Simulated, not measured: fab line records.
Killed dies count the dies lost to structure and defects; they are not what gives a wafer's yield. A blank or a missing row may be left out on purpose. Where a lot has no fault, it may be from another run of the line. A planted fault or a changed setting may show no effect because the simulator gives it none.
Which tool was responsible? + flow n5_finfet + Sampling: 10 lots, 28 wafers, 4 of 1938 route steps

== WHAT EACH GAUGE READ, for each wafer ==
N5_BEOL_M8_THK_MEAS_01.
| lot  | measured     | on            | M8_ILD_THK (nm)   |
|------|--------------|---------------|-------------------|
| L979 | day 9 17:17  | film_metro-01 | 156.8 158.6 157.1 |
| L985 | day 11 23:39 | film_metro-01 | 151.3 153.1 155.0 |
| L988 | day 12 07:09 | film_metro-01 | 151.9 149.9 155.0 |
| L989 | day 12 13:24 | film_metro-01 | 152.4 152.7       |
| L990 | day 12 13:10 | film_metro-02 | 153.1 153.4 154.1 |
| L991 | day 13 03:24 | film_metro-01 | 151.7 153.4 151.5 |
| L992 | day 13 08:43 | film_metro-02 | 151.5 151.9 155.8 |
| L997 | day 14 14:39 | film_metro-01 | 268.3 151.8 152.6 |
| L998 | day 14 20:03 | film_metro-02 | 266.9 156.7 156.1 |
| L999 | day 15 17:37 | film_metro-02 | 155.4 156.5       |

== WHAT TOOL EACH LOT RAN ON (gives the tool, then ch and the chambers of the sampled wafers, and finally the start) ==
| lot  | N5_BEOL_M7_ALD_77                   | N5_BEOL_M7_DEP_56               | N5_BEOL_M8_ILD_DEP_00           |
|------|-------------------------------------|---------------------------------|---------------------------------|
| L979 | ald_metal-02 ch 2,3, day 9 14:41    | pecvd-04 ch 0,2, day 9 16:04    | pecvd-04 ch 1,2, day 9 16:12    |
| L985 | ald_metal-01 ch 0,1,2, day 11 18:31 | pecvd-03 ch 1,2, day 11 22:45   | pecvd-01 ch 0,1,2, day 11 23:05 |
| L988 | ald_metal-02 ch 0,2,3, day 12 04:10 | pecvd-02 ch 0,2, day 12 06:26   | pecvd-01 ch 0,2, day 12 06:34   |
| L989 | ald_metal-02 ch 2,3, day 12 09:49   | pecvd-04 ch 0,1, day 12 12:37   | pecvd-03 ch 0,1, day 12 12:46   |
| L990 | ald_metal-04 ch 0,1,3, day 12 10:12 | pecvd-03 ch 1,2, day 12 12:28   | pecvd-01 ch 0,1,2, day 12 12:36 |
| L991 | ald_metal-01 ch 0,1,3, day 13 00:53 | pecvd-03 ch 0,1,2, day 13 02:13 | pecvd-01 ch 0,1,2, day 13 02:21 |
| L992 | ald_metal-02 ch 0,2,3, day 13 06:26 | pecvd-02 ch 0,1,2, day 13 08:00 | pecvd-04 ch 0,1,2, day 13 08:08 |
| L997 | ald_metal-02 ch 0,1, day 14 12:35   | pecvd-03 ch 0,1,2, day 14 13:56 | pecvd-04 ch 0,1,2, day 14 14:04 |
| L998 | ald_metal-01 ch 0,2,3, day 14 17:28 | pecvd-02 ch 0,1,2, day 14 19:20 | pecvd-04 ch 0,1, day 14 19:28   |
| L999 | ald_metal-01 ch 2,3, day 15 13:40   | pecvd-03 ch 1,2, day 15 16:25   | pecvd-01 ch 1,2, day 15 16:34   |
- N5_BEOL_M7_ALD_77: deposits TaN, target thk 2 nm, pulse time 2 s, purge time 3 s.
- N5_BEOL_M7_DEP_56: deposits SiCN from 3MS/NH3, target thk 10 nm, time 17.5 s.
- N5_BEOL_M8_ILD_DEP_00: deposits SiCOH lowk from DEMS/porogen, target thk 179.75 nm, time 33.4 s.

== THE ANSWER, worked out from the rows above alone ==
Rule: what is usual is taken from the lots themselves. The widest of any qualifying gaps counts: lots, ordered by their means at a reading, are off when they make up no more than a third of the lots, leave a main group of 4 or more, and stand apart from it by 3 or more times the standard deviation of that group's means. Not used: any main group whose means are identical at the precision the tables above print for the reading. A lot without any number at a reading at which 4 lots or more have one is off too. Any other lot the step has rows for is counted as sound.
Off: at N5_BEOL_M8_THK_MEAS_01 (M8_ILD_THK), L997, L998. For the main group the mean is 153.8 nm and the standard deviation 1.8.
A tool fits if, at a process step before that reading, it ran every lot that is off, and no sound lot after the first of them. The gauges at N5_BEOL_M8_THK_MEAS_01 are tried like those tools. One fits: N5_BEOL_M8_ILD_DEP_00 on pecvd-04. A fault onset in the window from L992 (day 13 08:08, its last sound lot) to L997 (day 14 14:04, its first lot off) fits.

== WHAT THE SIMULATOR PUT IN ==
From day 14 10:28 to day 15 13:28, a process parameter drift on pecvd-04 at N5_BEOL_M8_ILD_DEP_00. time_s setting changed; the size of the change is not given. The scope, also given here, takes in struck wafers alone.
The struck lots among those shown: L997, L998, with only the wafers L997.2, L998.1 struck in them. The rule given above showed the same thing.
